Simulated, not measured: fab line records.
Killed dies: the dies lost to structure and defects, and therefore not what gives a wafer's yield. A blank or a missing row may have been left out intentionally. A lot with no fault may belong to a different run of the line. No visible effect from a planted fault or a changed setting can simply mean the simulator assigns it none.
Matching of chambers    flow n5Finfet    cvdCo-01 running N5_BEOL_M3_CO_CAP_55: 3 sister chambers
The step material Co, precursor CCTBA/H2, target thk 2 nm, time 102.1 s. 6 wafers are shown with their chamber, then 12 later ones without.

## WAFERS, EACH WITH ITS CHAMBER
wafer   chamber  heaterPowerW (W)
L090.2  2        200
L090.3  0        218
L090.4  1        219
L091.3  0        223
L091.5  2        195
L091.6  1        215

## WAFERS WITH NO CHAMBER GIVEN
wafer   heaterPowerW (W)
L092.2  221
L092.5  224
L092.6  220
L093.1  215
L093.4  215
L093.5  211
L094.1  203
L094.5  196
L094.6  210
L097.1  198
L097.2  219
L097.3  216

## EACH ONE'S CHAMBER
wafer   from the rows above           in truth
L092.2  can't be placed: 0 or 1       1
L092.5  can't be placed: 0 or 1       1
L092.6  can't be placed: 0 or 1       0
L093.1  can't be placed: 1 or 0       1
L093.4  can't be placed: 1 or 0       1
L093.5  can't be placed: 1 or 0       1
L094.1  2                             2
L094.5  2                             2
L094.6  can't be placed: 1 or 0 or 2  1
L097.1  2                             2
L097.2  can't be placed: 0 or 1       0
L097.3  can't be placed: 1 or 0       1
Correct placement for 3 of the 12. Cannot be placed on the basis of these rows: 9; the candidates contain the true chamber in 9. 0 placed wrongly.
How it was worked out, from the rows above alone: a wafer's distance from a chamber is the root of the sum, over the readings, of the square of ((its reading less the chamber's mean) divided by the reading's scatter). If the next closest chamber is less than 2 further off than the closest, the wafer can't be placed; otherwise it belongs to the closest. For every chamber, the mean is computed from those of its wafers that are shown. The scatter: take each reading less its chamber's mean, square it, sum over the shown wafers, divide by the number of wafers less the number of chambers, and take the root.
